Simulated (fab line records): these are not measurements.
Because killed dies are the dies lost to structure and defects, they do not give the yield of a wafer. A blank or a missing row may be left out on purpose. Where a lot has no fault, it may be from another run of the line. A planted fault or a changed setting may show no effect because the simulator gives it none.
Which tool did it? / flow nand harc / 24 lots, 72 wafers sampled, at 6 steps of a route of 1302

## WHAT EACH GAUGE READ, for each wafer
The record holds no reading of a measuring or inspecting step that can be judged against a usual standard deviation.

## EACH LOT AND THE TOOL THAT RAN IT (in order: tool; ch and the chambers of the sampled wafers; start)
lot=L074; NHARC_A_CONTACT_ETCH_120=har cap etch-02 ch 0,1, day 21 23:49; NHARC_A_CONTACT_ETCH_123=har cap etch-02 ch 0,1, day 22 00:19; NHARC_A_CONTACT_ETCH_78=rie diel-02 ch 0,1, day 22 11:16 or earlier; NHARC_A_CONTACT_ETCH_130=har cap etch-03 ch 1, day 22 11:16; NHARC_A_CONTACT_ETCH_89=rie diel-02 ch 2,3, no start; NHARC_A_CONTACT_ETCH_30=rie diel-02 ch 1,2,3, no start
lot=L075; NHARC_A_CONTACT_ETCH_120=har cap etch-03 ch 0,1, day 22 01:10; NHARC_A_CONTACT_ETCH_123=har cap etch-03 ch 0,1, day 22 01:41; NHARC_A_CONTACT_ETCH_78=rie diel-08 ch 0,1,3, day 22 12:44 or earlier; NHARC_A_CONTACT_ETCH_130=har cap etch-01 ch 0,1, day 22 12:44; NHARC_A_CONTACT_ETCH_89=rie diel-02 ch 0,1,2, no start; NHARC_A_CONTACT_ETCH_30=rie diel-02 ch 1,2,3, no start
lot=L076; NHARC_A_CONTACT_ETCH_120=har cap etch-02 ch 0, day 22 10:40; NHARC_A_CONTACT_ETCH_123=har cap etch-02 ch 0, day 22 11:14; NHARC_A_CONTACT_ETCH_78=rie diel-08 ch 0,1,3, day 22 21:13 or earlier; NHARC_A_CONTACT_ETCH_130=har cap etch-01 ch 0, day 22 21:13; NHARC_A_CONTACT_ETCH_89=rie diel-04 ch 1,3, no start; NHARC_A_CONTACT_ETCH_30=rie diel-04 ch 0,2,3, no start
lot=L078; NHARC_A_CONTACT_ETCH_120=har cap etch-02 ch 0,1, day 22 20:01; NHARC_A_CONTACT_ETCH_123=har cap etch-02 ch 0,1, day 22 20:38; NHARC_A_CONTACT_ETCH_78=rie diel-08 ch 0,2, day 23 07:07 or earlier; NHARC_A_CONTACT_ETCH_130=har cap etch-03 ch 0,1, day 23 07:07; NHARC_A_CONTACT_ETCH_89=rie diel-08 ch 2,3, no start; NHARC_A_CONTACT_ETCH_30=rie diel-08 ch 0,1, no start
lot=L077; NHARC_A_CONTACT_ETCH_120=har cap etch-01 ch 0,1, day 23 04:20; NHARC_A_CONTACT_ETCH_123=har cap etch-01 ch 0,1, day 23 04:58; NHARC_A_CONTACT_ETCH_78=rie diel-08 ch 2,3, day 23 15:11 or earlier; NHARC_A_CONTACT_ETCH_130=har cap etch-02 ch 0,1, day 23 15:11; NHARC_A_CONTACT_ETCH_89=rie diel-04 ch 1,2, no start; NHARC_A_CONTACT_ETCH_30=rie diel-04 ch 0,1,2, no start
lot=L079; NHARC_A_CONTACT_ETCH_120=har cap etch-02 ch 0,1, day 23 04:43; NHARC_A_CONTACT_ETCH_123=har cap etch-02 ch 0,1, day 23 05:24; NHARC_A_CONTACT_ETCH_78=rie diel-02 ch 1,2,3, day 23 15:47 or earlier; NHARC_A_CONTACT_ETCH_130=har cap etch-03 ch 0,1, day 23 15:47; NHARC_A_CONTACT_ETCH_89=rie diel-04 ch 1,2,3, no start; NHARC_A_CONTACT_ETCH_30=rie diel-04 ch 0,2,3, no start
lot=L080; NHARC_A_CONTACT_ETCH_120=har cap etch-03 ch 0,1, day 24 02:17; NHARC_A_CONTACT_ETCH_123=har cap etch-03 ch 0,1, day 24 02:48; NHARC_A_CONTACT_ETCH_78=rie diel-08 ch 2,3, day 24 15:48 or earlier; NHARC_A_CONTACT_ETCH_130=har cap etch-02 ch 0,1, day 24 15:48; NHARC_A_CONTACT_ETCH_89=rie diel-02 ch 1,3, no start; NHARC_A_CONTACT_ETCH_30=rie diel-02 ch 0,2,3, no start
lot=L081; NHARC_A_CONTACT_ETCH_120=har cap etch-01 ch 0,1, day 24 09:39; NHARC_A_CONTACT_ETCH_123=har cap etch-01 ch 0,1, day 24 10:16; NHARC_A_CONTACT_ETCH_78=rie diel-08 ch 0,2,3, day 24 23:30 or earlier; NHARC_A_CONTACT_ETCH_130=har cap etch-01 ch 0,1, day 24 23:30; NHARC_A_CONTACT_ETCH_89=rie diel-08 ch 0,2, no start; NHARC_A_CONTACT_ETCH_30=rie diel-08 ch 0,2,3, no start
lot=L082; NHARC_A_CONTACT_ETCH_120=har cap etch-03 ch 0,1, day 24 19:44; NHARC_A_CONTACT_ETCH_123=har cap etch-03 ch 0,1, day 24 20:25; NHARC_A_CONTACT_ETCH_78=rie diel-04 ch 0,1, day 25 05:47 or earlier; NHARC_A_CONTACT_ETCH_130=har cap etch-02 ch 0,1, day 25 05:47; NHARC_A_CONTACT_ETCH_89=rie diel-08 ch 0,2,3, no start; NHARC_A_CONTACT_ETCH_30=rie diel-08 ch 2,3, no start
lot=L083; NHARC_A_CONTACT_ETCH_120=har cap etch-03 ch 0,1, day 25 00:52; NHARC_A_CONTACT_ETCH_123=har cap etch-03 ch 0,1, day 25 01:22; NHARC_A_CONTACT_ETCH_78=rie diel-04 ch 0,1,2, day 25 12:43 or earlier; NHARC_A_CONTACT_ETCH_130=har cap etch-02 ch 0,1, day 25 12:43; NHARC_A_CONTACT_ETCH_89=rie diel-08 ch 1,2,3, no start; NHARC_A_CONTACT_ETCH_30=rie diel-08 ch 1,2,3, no start
lot=L084; NHARC_A_CONTACT_ETCH_120=har cap etch-03 ch 0,1, day 25 10:13; NHARC_A_CONTACT_ETCH_123=har cap etch-03 ch 0,1, day 25 10:43; NHARC_A_CONTACT_ETCH_78=rie diel-08 ch 0,1, day 25 19:31 or earlier; NHARC_A_CONTACT_ETCH_130=har cap etch-03 ch 0, day 25 19:31; NHARC_A_CONTACT_ETCH_89=rie diel-04 ch 0,1,3, no start; NHARC_A_CONTACT_ETCH_30=rie diel-04 ch 2,3, no start
lot=L085; NHARC_A_CONTACT_ETCH_120=har cap etch-01 ch 0,1, day 26 04:08; NHARC_A_CONTACT_ETCH_123=har cap etch-01 ch 0,1, day 26 04:59; NHARC_A_CONTACT_ETCH_78=rie diel-08 ch 0,1, day 26 13:53 or earlier; NHARC_A_CONTACT_ETCH_130=har cap etch-03 ch 0,1, day 26 13:53; NHARC_A_CONTACT_ETCH_89=rie diel-08 ch 1,2, no start; NHARC_A_CONTACT_ETCH_30=rie diel-08 ch 0,1, no start
lot=L086; NHARC_A_CONTACT_ETCH_120=har cap etch-02 ch 0,1, day 26 09:43; NHARC_A_CONTACT_ETCH_123=har cap etch-02 ch 0,1, day 26 10:17; NHARC_A_CONTACT_ETCH_78=rie diel-04 ch 2,3, day 26 23:57 or earlier; NHARC_A_CONTACT_ETCH_130=har cap etch-01 ch 0,1, day 26 23:57; NHARC_A_CONTACT_ETCH_89=rie diel-02 ch 0,3, no start; NHARC_A_CONTACT_ETCH_30=rie diel-02 ch 0,1, no start
lot=L087; NHARC_A_CONTACT_ETCH_120=har cap etch-03 ch 0,1, day 27 06:14; NHARC_A_CONTACT_ETCH_123=har cap etch-03 ch 0,1, day 27 06:44; NHARC_A_CONTACT_ETCH_78=rie diel-02 ch 1,2,3, day 27 15:35 or earlier; NHARC_A_CONTACT_ETCH_130=har cap etch-03 ch 0,1, day 27 15:35; NHARC_A_CONTACT_ETCH_89=rie diel-02 ch 2,3, no start; NHARC_A_CONTACT_ETCH_30=rie diel-02 ch 1,3, no start
lot=L088; NHARC_A_CONTACT_ETCH_120=har cap etch-02 ch 0,1, day 27 14:22; NHARC_A_CONTACT_ETCH_123=har cap etch-02 ch 0,1, day 27 15:12; NHARC_A_CONTACT_ETCH_78=rie diel-08 ch 0,2, day 28 00:22 or earlier; NHARC_A_CONTACT_ETCH_130=har cap etch-02 ch 0,1, day 28 00:22; NHARC_A_CONTACT_ETCH_89=rie diel-02 ch 0,2,3, no start; NHARC_A_CONTACT_ETCH_30=rie diel-02 ch 1,3, no start
lot=L089; NHARC_A_CONTACT_ETCH_120=har cap etch-01 ch 0,1, day 27 22:32; NHARC_A_CONTACT_ETCH_123=har cap etch-01 ch 0,1, day 27 23:10; NHARC_A_CONTACT_ETCH_78=rie diel-08 ch 1,2, day 28 09:11 or earlier; NHARC_A_CONTACT_ETCH_130=har cap etch-02 ch 0,1, day 28 09:11; NHARC_A_CONTACT_ETCH_89=rie diel-04 ch 0,3, no start; NHARC_A_CONTACT_ETCH_30=rie diel-04 ch 1,2,3, no start
lot=L090; NHARC_A_CONTACT_ETCH_120=har cap etch-03 ch 0,1, day 28 14:15; NHARC_A_CONTACT_ETCH_123=har cap etch-03 ch 0,1, day 28 14:49; NHARC_A_CONTACT_ETCH_78=rie diel-04 ch 0,2, day 29 01:31 or earlier; NHARC_A_CONTACT_ETCH_130=har cap etch-02 ch 0, day 29 01:31; NHARC_A_CONTACT_ETCH_89=rie diel-02 ch 1,2,3, no start; NHARC_A_CONTACT_ETCH_30=rie diel-02 ch 1,2,3, no start
lot=L091; NHARC_A_CONTACT_ETCH_120=har cap etch-01 ch 0, day 28 14:28; NHARC_A_CONTACT_ETCH_123=har cap etch-01 ch 0, day 28 15:02; NHARC_A_CONTACT_ETCH_78=rie diel-02 ch 0,1,3, day 29 03:07 or earlier; NHARC_A_CONTACT_ETCH_130=har cap etch-03 ch 0,1, day 29 03:07; NHARC_A_CONTACT_ETCH_89=rie diel-08 ch 1,2, no start; NHARC_A_CONTACT_ETCH_30=rie diel-08 ch 1,2,3, no start
lot=L093; NHARC_A_CONTACT_ETCH_120=har cap etch-03 ch 0,1, day 29 01:01; NHARC_A_CONTACT_ETCH_123=har cap etch-03 ch 0,1, day 29 01:35; NHARC_A_CONTACT_ETCH_78=rie diel-08 ch 1,2,3, day 29 13:21 or earlier; NHARC_A_CONTACT_ETCH_130=har cap etch-03 ch 0,1, day 29 13:21; NHARC_A_CONTACT_ETCH_89=rie diel-08 ch 0,1,3, no start; NHARC_A_CONTACT_ETCH_30=rie diel-08 ch 0,2,3, no start
lot=L092; NHARC_A_CONTACT_ETCH_120=har cap etch-01 ch 0,1, day 29 01:26; NHARC_A_CONTACT_ETCH_123=har cap etch-01 ch 0,1, day 29 02:04; NHARC_A_CONTACT_ETCH_78=rie diel-04 ch 1,2, day 29 12:49 or earlier; NHARC_A_CONTACT_ETCH_130=har cap etch-02 ch 0,1, day 29 12:49; NHARC_A_CONTACT_ETCH_89=rie diel-04 ch 0,2, no start; NHARC_A_CONTACT_ETCH_30=rie diel-04 ch 2,3, no start
lot=L094; NHARC_A_CONTACT_ETCH_120=har cap etch-01 ch 0,1, day 29 11:23; NHARC_A_CONTACT_ETCH_123=har cap etch-01 ch 0,1, day 29 12:01; NHARC_A_CONTACT_ETCH_78=rie diel-02 ch 0,1, day 29 22:16 or earlier; NHARC_A_CONTACT_ETCH_130=har cap etch-03 ch 0,1, day 29 22:16; NHARC_A_CONTACT_ETCH_89=rie diel-08 ch 0,1,3, no start; NHARC_A_CONTACT_ETCH_30=rie diel-08 ch 2,3, no start
lot=L096; NHARC_A_CONTACT_ETCH_120=har cap etch-03 ch 0,1, day 30 11:20; NHARC_A_CONTACT_ETCH_123=har cap etch-03 ch 0,1, day 30 11:50; NHARC_A_CONTACT_ETCH_78=rie diel-08 ch 0,2,3, day 30 20:47 or earlier; NHARC_A_CONTACT_ETCH_130=har cap etch-01 ch 1, day 30 20:47; NHARC_A_CONTACT_ETCH_89=rie diel-08 ch 1,2,3, no start; NHARC_A_CONTACT_ETCH_30=rie diel-08 ch 1,3, no start
lot=L095; NHARC_A_CONTACT_ETCH_120=har cap etch-02 ch 0,1, day 30 12:15; NHARC_A_CONTACT_ETCH_123=har cap etch-02 ch 0,1, day 30 12:49; NHARC_A_CONTACT_ETCH_78=rie diel-08 ch 1,2, day 30 23:09 or earlier; NHARC_A_CONTACT_ETCH_130=har cap etch-03 ch 0,1, day 30 23:09; NHARC_A_CONTACT_ETCH_89=rie diel-04 ch 0,1, no start; NHARC_A_CONTACT_ETCH_30=rie diel-04 ch 0,3, no start
lot=L097; NHARC_A_CONTACT_ETCH_120=har cap etch-03 ch 0,1, day 31 12:39; NHARC_A_CONTACT_ETCH_123=har cap etch-03 ch 0,1, day 31 13:13; NHARC_A_CONTACT_ETCH_78=rie diel-08 ch 1,2,3, day 31 23:53 or earlier; NHARC_A_CONTACT_ETCH_130=har cap etch-01 ch 0, day 31 23:53; NHARC_A_CONTACT_ETCH_89=rie diel-04 ch 0,3, no start; NHARC_A_CONTACT_ETCH_30=rie diel-04 ch 0,1,3, no start
- NHARC_A_CONTACT_ETCH_120: etches the open film in C4F8/O2/Ar, time 190 s, target depth 1850 nm.
- NHARC_A_CONTACT_ETCH_123: etches the open film in C4F8/O2/Ar, time 490 s, target depth 2110 nm.
- NHARC_A_CONTACT_ETCH_78: etches the open film in O2/COS, target depth 5300 nm, time 1378 s.
- NHARC_A_CONTACT_ETCH_130: etches the open film in C4F8/O2/Ar, time 197 s, target depth 1918 nm.
- NHARC_A_CONTACT_ETCH_89: etches the open film in N2/H2, target depth 260 nm, time 475.3 s.
- NHARC_A_CONTACT_ETCH_30: etches the open film in CF4/CHF3, target depth 72.6 nm, time 36.3 s.

## AS READ BY THE TOOLS THEMSELVES (means over the sampled wafers that have a number; for cases with no such wafer, the mark the record gives instead)
NHARC_A_CONTACT_ETCH_78.
lot=L074; tool=rie diel-02; drypump motor current A (A)=5.6; oes product au (a.u.)=0.993; rf vpp V (V)=313.8; showerhead plenum p Torr (Torr)=3.14; throttle valve pct (%)=28.325
lot=L075; tool=rie diel-08; drypump motor current A (A)=6.1; oes product au (a.u.)=0.998; rf vpp V (V)=313.7; showerhead plenum p Torr (Torr)=3.12; throttle valve pct (%)=28.327
lot=L076; tool=rie diel-08; drypump motor current A (A)=6.0; oes product au (a.u.)=1.004; rf vpp V (V)=313.6; showerhead plenum p Torr (Torr)=3.12; throttle valve pct (%)=28.334
lot=L078; tool=rie diel-08; drypump motor current A (A)=5.7; oes product au (a.u.)=1.006; rf vpp V (V)=314.7; showerhead plenum p Torr (Torr)=3.19; throttle valve pct (%)=28.333
lot=L077; tool=rie diel-08; drypump motor current A (A)=5.6; oes product au (a.u.)=0.999; rf vpp V (V)=312.2; showerhead plenum p Torr (Torr)=3.00; throttle valve pct (%)=28.327
lot=L079; tool=rie diel-02; drypump motor current A (A)=5.4; oes product au (a.u.)=1.010; rf vpp V (V)=314.0; showerhead plenum p Torr (Torr)=3.14; throttle valve pct (%)=28.325
lot=L080; tool=rie diel-08; drypump motor current A (A)=5.5; oes product au (a.u.)=0.988; rf vpp V (V)=313.2; showerhead plenum p Torr (Torr)=3.05; throttle valve pct (%)=28.332
lot=L081; tool=rie diel-08; drypump motor current A (A)=5.8; oes product au (a.u.)=0.999; rf vpp V (V)=313.6; showerhead plenum p Torr (Torr)=3.14; throttle valve pct (%)=28.334
lot=L082; tool=rie diel-04; drypump motor current A (A)=5.8; oes product au (a.u.)=1.005; rf vpp V (V)=315.1; showerhead plenum p Torr (Torr)=3.24; throttle valve pct (%)=28.331
lot=L083; tool=rie diel-04; drypump motor current A (A)=5.9; oes product au (a.u.)=0.995; rf vpp V (V)=315.4; showerhead plenum p Torr (Torr)=3.23; throttle valve pct (%)=28.328
lot=L084; tool=rie diel-08; drypump motor current A (A)=6.2; oes product au (a.u.)=1.001; rf vpp V (V)=315.0; showerhead plenum p Torr (Torr)=3.26; throttle valve pct (%)=28.326
lot=L085; tool=rie diel-08; drypump motor current A (A)=6.2; oes product au (a.u.)=1.002; rf vpp V (V)=316.1; showerhead plenum p Torr (Torr)=3.25; throttle valve pct (%)=28.330
lot=L086; tool=rie diel-04; drypump motor current A (A)=6.2; oes product au (a.u.)=0.996; rf vpp V (V)=317.0; showerhead plenum p Torr (Torr)=3.31; throttle valve pct (%)=28.335
lot=L087; tool=rie diel-02; drypump motor current A (A)=5.4; oes product au (a.u.)=1.001; rf vpp V (V)=313.6; showerhead plenum p Torr (Torr)=3.12; throttle valve pct (%)=28.321
lot=L088; tool=rie diel-08; drypump motor current A (A)=5.7; oes product au (a.u.)=0.998; rf vpp V (V)=313.4; showerhead plenum p Torr (Torr)=3.18; throttle valve pct (%)=28.336
lot=L089; tool=rie diel-08; drypump motor current A (A)=5.7; oes product au (a.u.)=0.991; rf vpp V (V)=313.8; showerhead plenum p Torr (Torr)=3.06; throttle valve pct (%)=28.332
lot=L090; tool=rie diel-04; drypump motor current A (A)=5.6; oes product au (a.u.)=1.008; rf vpp V (V)=313.9; showerhead plenum p Torr (Torr)=3.12; throttle valve pct (%)=28.338
lot=L091; tool=rie diel-02; drypump motor current A (A)=5.8; oes product au (a.u.)=0.990; rf vpp V (V)=313.9; showerhead plenum p Torr (Torr)=3.14; throttle valve pct (%)=28.324
lot=L093; tool=rie diel-08; drypump motor current A (A)=5.7; oes product au (a.u.)=0.995; rf vpp V (V)=312.8; showerhead plenum p Torr (Torr)=3.02; throttle valve pct (%)=28.341
lot=L092; tool=rie diel-04; drypump motor current A (A)=6.1; oes product au (a.u.)=0.998; rf vpp V (V)=316.6; showerhead plenum p Torr (Torr)=3.32; throttle valve pct (%)=28.327
lot=L094; tool=rie diel-02; drypump motor current A (A)=6.2; oes product au (a.u.)=0.995; rf vpp V (V)=313.5; showerhead plenum p Torr (Torr)=3.14; throttle valve pct (%)=28.337
lot=L096; tool=rie diel-08; drypump motor current A (A)=5.8; oes product au (a.u.)=1.012; rf vpp V (V)=314.1; showerhead plenum p Torr (Torr)=3.12; throttle valve pct (%)=28.329
lot=L095; tool=rie diel-08; drypump motor current A (A)=5.5; oes product au (a.u.)=1.003; rf vpp V (V)=313.9; showerhead plenum p Torr (Torr)=3.07; throttle valve pct (%)=28.322
lot=L097; tool=rie diel-08; drypump motor current A (A)=5.7; oes product au (a.u.)=0.998; rf vpp V (V)=313.2; showerhead plenum p Torr (Torr)=3.02; throttle valve pct (%)=28.336

NHARC_A_CONTACT_ETCH_89.
lot=L074; tool=rie diel-02; drypump motor current A (A)=5.6; h2 flow sccm (sccm)=149.7; oes product au (a.u.)=1.011; rf vpp V (V)=432.0; showerhead plenum p Torr (Torr)=2.08; throttle valve pct (%)=14.177
lot=L075; tool=rie diel-02; drypump motor current A (A)=5.8; h2 flow sccm (sccm)=150.0; oes product au (a.u.)=0.993; rf vpp V (V)=430.2; showerhead plenum p Torr (Torr)=2.05; throttle valve pct (%)=14.168
lot=L076; tool=rie diel-04; drypump motor current A (A)=6.0; h2 flow sccm (sccm)=150.0; oes product au (a.u.)=0.994; rf vpp V (V)=434.7; showerhead plenum p Torr (Torr)=2.18; throttle valve pct (%)=14.172
lot=L078; tool=rie diel-08; drypump motor current A (A)=5.6; h2 flow sccm (sccm)=149.9; oes product au (a.u.)=0.995; rf vpp V (V)=429.0; showerhead plenum p Torr (Torr)=1.95; throttle valve pct (%)=14.169
lot=L077; tool=rie diel-04; drypump motor current A (A)=6.2; h2 flow sccm (sccm)=150.3; oes product au (a.u.)=0.990; rf vpp V (V)=436.0; showerhead plenum p Torr (Torr)=2.20; throttle valve pct (%)=14.171
lot=L079; tool=rie diel-04; drypump motor current A (A)=6.1; h2 flow sccm (sccm)=149.6; oes product au (a.u.)=0.992; rf vpp V (V)=434.2; showerhead plenum p Torr (Torr)=2.18; throttle valve pct (%)=14.167
lot=L080; tool=rie diel-02; drypump motor current A (A)=5.4; h2 flow sccm (sccm)=149.9; oes product au (a.u.)=0.996; rf vpp V (V)=431.1; showerhead plenum p Torr (Torr)=2.07; throttle valve pct (%)=14.178
lot=L081; tool=rie diel-08; drypump motor current A (A)=5.7; h2 flow sccm (sccm)=149.7; oes product au (a.u.)=1.006; rf vpp V (V)=431.5; showerhead plenum p Torr (Torr)=2.09; throttle valve pct (%)=14.169
lot=L082; tool=rie diel-08; drypump motor current A (A)=5.8; h2 flow sccm (sccm)=150.0; oes product au (a.u.)=1.000; rf vpp V (V)=431.7; showerhead plenum p Torr (Torr)=2.05; throttle valve pct (%)=14.183
lot=L083; tool=rie diel-08; drypump motor current A (A)=5.7; h2 flow sccm (sccm)=150.2; oes product au (a.u.)=0.996; rf vpp V (V)=428.6; showerhead plenum p Torr (Torr)=1.98; throttle valve pct (%)=14.169
lot=L084; tool=rie diel-04; drypump motor current A (A)=5.8; h2 flow sccm (sccm)=149.7; oes product au (a.u.)=1.004; rf vpp V (V)=432.7; showerhead plenum p Torr (Torr)=2.10; throttle valve pct (%)=14.172
lot=L085; tool=rie diel-08; drypump motor current A (A)=5.7; h2 flow sccm (sccm)=150.1; oes product au (a.u.)=0.993; rf vpp V (V)=430.3; showerhead plenum p Torr (Torr)=2.00; throttle valve pct (%)=14.181
lot=L086; tool=rie diel-02; drypump motor current A (A)=6.3; h2 flow sccm (sccm)=149.7; oes product au (a.u.)=1.000; rf vpp V (V)=431.8; showerhead plenum p Torr (Torr)=2.08; throttle valve pct (%)=14.179
lot=L087; tool=rie diel-02; drypump motor current A (A)=5.6; h2 flow sccm (sccm)=150.2; oes product au (a.u.)=0.999; rf vpp V (V)=431.4; showerhead plenum p Torr (Torr)=2.06; throttle valve pct (%)=14.168
lot=L088; tool=rie diel-02; drypump motor current A (A)=5.9; h2 flow sccm (sccm)=149.8; oes product au (a.u.)=1.002; rf vpp V (V)=430.8; showerhead plenum p Torr (Torr)=2.06; throttle valve pct (%)=14.171
lot=L089; tool=rie diel-04; drypump motor current A (A)=5.6; h2 flow sccm (sccm)=150.1; oes product au (a.u.)=1.004; rf vpp V (V)=430.3; showerhead plenum p Torr (Torr)=2.03; throttle valve pct (%)=14.172
lot=L090; tool=rie diel-02; drypump motor current A (A)=5.4; h2 flow sccm (sccm)=149.8; oes product au (a.u.)=0.999; rf vpp V (V)=430.3; showerhead plenum p Torr (Torr)=2.04; throttle valve pct (%)=14.175
lot=L091; tool=rie diel-08; drypump motor current A (A)=5.7; h2 flow sccm (sccm)=149.9; oes product au (a.u.)=0.996; rf vpp V (V)=429.2; showerhead plenum p Torr (Torr)=1.99; throttle valve pct (%)=14.171
lot=L093; tool=rie diel-08; drypump motor current A (A)=6.0; h2 flow sccm (sccm)=149.8; oes product au (a.u.)=1.011; rf vpp V (V)=430.2; showerhead plenum p Torr (Torr)=2.03; throttle valve pct (%)=14.176
lot=L092; tool=rie diel-04; drypump motor current A (A)=6.0; h2 flow sccm (sccm)=150.0; oes product au (a.u.)=1.005; rf vpp V (V)=432.0; showerhead plenum p Torr (Torr)=2.11; throttle valve pct (%)=14.167
lot=L094; tool=rie diel-08; drypump motor current A (A)=6.0; h2 flow sccm (sccm)=149.6; oes product au (a.u.)=1.006; rf vpp V (V)=430.1; showerhead plenum p Torr (Torr)=2.03; throttle valve pct (%)=14.176
lot=L096; tool=rie diel-08; drypump motor current A (A)=5.7; h2 flow sccm (sccm)=150.2; oes product au (a.u.)=1.004; rf vpp V (V)=427.9; showerhead plenum p Torr (Torr)=1.97; throttle valve pct (%)=14.170
lot=L095; tool=rie diel-04; drypump motor current A (A)=5.8; h2 flow sccm (sccm)=150.1; oes product au (a.u.)=0.999; rf vpp V (V)=432.2; showerhead plenum p Torr (Torr)=2.11; throttle valve pct (%)=14.171
lot=L097; tool=rie diel-04; drypump motor current A (A)=5.6; h2 flow sccm (sccm)=150.2; oes product au (a.u.)=1.001; rf vpp V (V)=429.7; showerhead plenum p Torr (Torr)=2.02; throttle valve pct (%)=14.167

NHARC_A_CONTACT_ETCH_30.
lot=L074; tool=rie diel-02; drypump motor current A (A)=5.4; oes product au (a.u.)=0.925; rf vpp V (V)=370.7; showerhead plenum p Torr (Torr)=1.58; throttle valve pct (%)=16.795
lot=L075; tool=rie diel-02; drypump motor current A (A)=5.4; oes product au (a.u.)=0.952; rf vpp V (V)=371.3; showerhead plenum p Torr (Torr)=1.58; throttle valve pct (%)=16.796
lot=L076; tool=rie diel-04; drypump motor current A (A)=5.9; oes product au (a.u.)=0.922; rf vpp V (V)=372.1; showerhead plenum p Torr (Torr)=1.62; throttle valve pct (%)=16.802
lot=L078; tool=rie diel-08; drypump motor current A (A)=6.1; oes product au (a.u.)=0.925; rf vpp V (V)=370.3; showerhead plenum p Torr (Torr)=1.59; throttle valve pct (%)=16.817
lot=L077; tool=rie diel-04; drypump motor current A (A)=5.9; oes product au (a.u.)=0.966; rf vpp V (V)=372.1; showerhead plenum p Torr (Torr)=1.63; throttle valve pct (%)=16.801
lot=L079; tool=rie diel-04; drypump motor current A (A)=5.9; oes product au (a.u.)=0.962; rf vpp V (V)=371.9; showerhead plenum p Torr (Torr)=1.62; throttle valve pct (%)=16.798
lot=L080; tool=rie diel-02; drypump motor current A (A)=5.9; oes product au (a.u.)=0.928; rf vpp V (V)=371.6; showerhead plenum p Torr (Torr)=1.60; throttle valve pct (%)=16.807
lot=L081; tool=rie diel-08; drypump motor current A (A)=5.8; oes product au (a.u.)=0.923; rf vpp V (V)=370.7; showerhead plenum p Torr (Torr)=1.58; throttle valve pct (%)=16.807
lot=L082; tool=rie diel-08; drypump motor current A (A)=5.6; oes product au (a.u.)=0.921; rf vpp V (V)=369.3; showerhead plenum p Torr (Torr)=1.51; throttle valve pct (%)=16.804
lot=L083; tool=rie diel-08; drypump motor current A (A)=5.7; oes product au (a.u.)=0.910; rf vpp V (V)=367.8; showerhead plenum p Torr (Torr)=1.53; throttle valve pct (%)=16.799
lot=L084; tool=rie diel-04; drypump motor current A (A)=6.2; oes product au (a.u.)=0.916; rf vpp V (V)=373.8; showerhead plenum p Torr (Torr)=1.67; throttle valve pct (%)=16.802
lot=L085; tool=rie diel-08; drypump motor current A (A)=6.2; oes product au (a.u.)=0.924; rf vpp V (V)=372.9; showerhead plenum p Torr (Torr)=1.64; throttle valve pct (%)=16.803
lot=L086; tool=rie diel-02; drypump motor current A (A)=5.6; oes product au (a.u.)=0.960; rf vpp V (V)=370.5; showerhead plenum p Torr (Torr)=1.57; throttle valve pct (%)=16.794
lot=L087; tool=rie diel-02; drypump motor current A (A)=5.4; oes product au (a.u.)=0.928; rf vpp V (V)=370.5; showerhead plenum p Torr (Torr)=1.58; throttle valve pct (%)=16.799
lot=L088; tool=rie diel-02; drypump motor current A (A)=5.4; oes product au (a.u.)=0.930; rf vpp V (V)=370.7; showerhead plenum p Torr (Torr)=1.58; throttle valve pct (%)=16.796
lot=L089; tool=rie diel-04; drypump motor current A (A)=6.1; oes product au (a.u.)=0.922; rf vpp V (V)=373.6; showerhead plenum p Torr (Torr)=1.66; throttle valve pct (%)=16.801
lot=L090; tool=rie diel-02; drypump motor current A (A)=5.4; oes product au (a.u.)=0.918; rf vpp V (V)=370.7; showerhead plenum p Torr (Torr)=1.57; throttle valve pct (%)=16.798
lot=L091; tool=rie diel-08; drypump motor current A (A)=5.7; oes product au (a.u.)=0.927; rf vpp V (V)=370.2; showerhead plenum p Torr (Torr)=1.52; throttle valve pct (%)=16.805
lot=L093; tool=rie diel-08; drypump motor current A (A)=5.8; oes product au (a.u.)=0.938; rf vpp V (V)=370.1; showerhead plenum p Torr (Torr)=1.57; throttle valve pct (%)=16.805
lot=L092; tool=rie diel-04; drypump motor current A (A)=6.2; oes product au (a.u.)=0.925; rf vpp V (V)=374.1; showerhead plenum p Torr (Torr)=1.66; throttle valve pct (%)=16.800
lot=L094; tool=rie diel-08; drypump motor current A (A)=5.6; oes product au (a.u.)=0.929; rf vpp V (V)=367.9; showerhead plenum p Torr (Torr)=1.50; throttle valve pct (%)=16.805
lot=L096; tool=rie diel-08; drypump motor current A (A)=5.8; oes product au (a.u.)=0.929; rf vpp V (V)=368.6; showerhead plenum p Torr (Torr)=1.49; throttle valve pct (%)=16.804
lot=L095; tool=rie diel-04; drypump motor current A (A)=5.5; oes product au (a.u.)=0.966; rf vpp V (V)=370.0; showerhead plenum p Torr (Torr)=1.56; throttle valve pct (%)=16.797
lot=L097; tool=rie diel-04; drypump motor current A (A)=5.8; oes product au (a.u.)=0.928; rf vpp V (V)=371.6; showerhead plenum p Torr (Torr)=1.61; throttle valve pct (%)=16.804

## THE ANSWER, worked out from the rows above alone
Rule: the lots themselves supply what counts as usual. Put in order of their means at a reading, lots are off if they are a third of the lots or fewer, leave a main group of 4 or more, and stand apart from it by a gap of 3 or more times the standard deviation of the main group's means; of several such gaps the widest counts. A main group whose means are all the same, to the digits that the tables above print for the reading, isn't used. Also off: a lot with no number at a reading for which 4 or more lots have one. All remaining lots with rows at the step are treated as sound. After the gauges, taken in route order, come the tools' own readings; for these a lot's mean is taken, as printed above. The first step at which some lot is off is used, and at that step the reading that is off furthest; a lot without a number counts as furthest.
No lot is off on any of the readings shown, so nothing can be concluded from this.

## WHAT THE SIMULATOR HAD PUT IN
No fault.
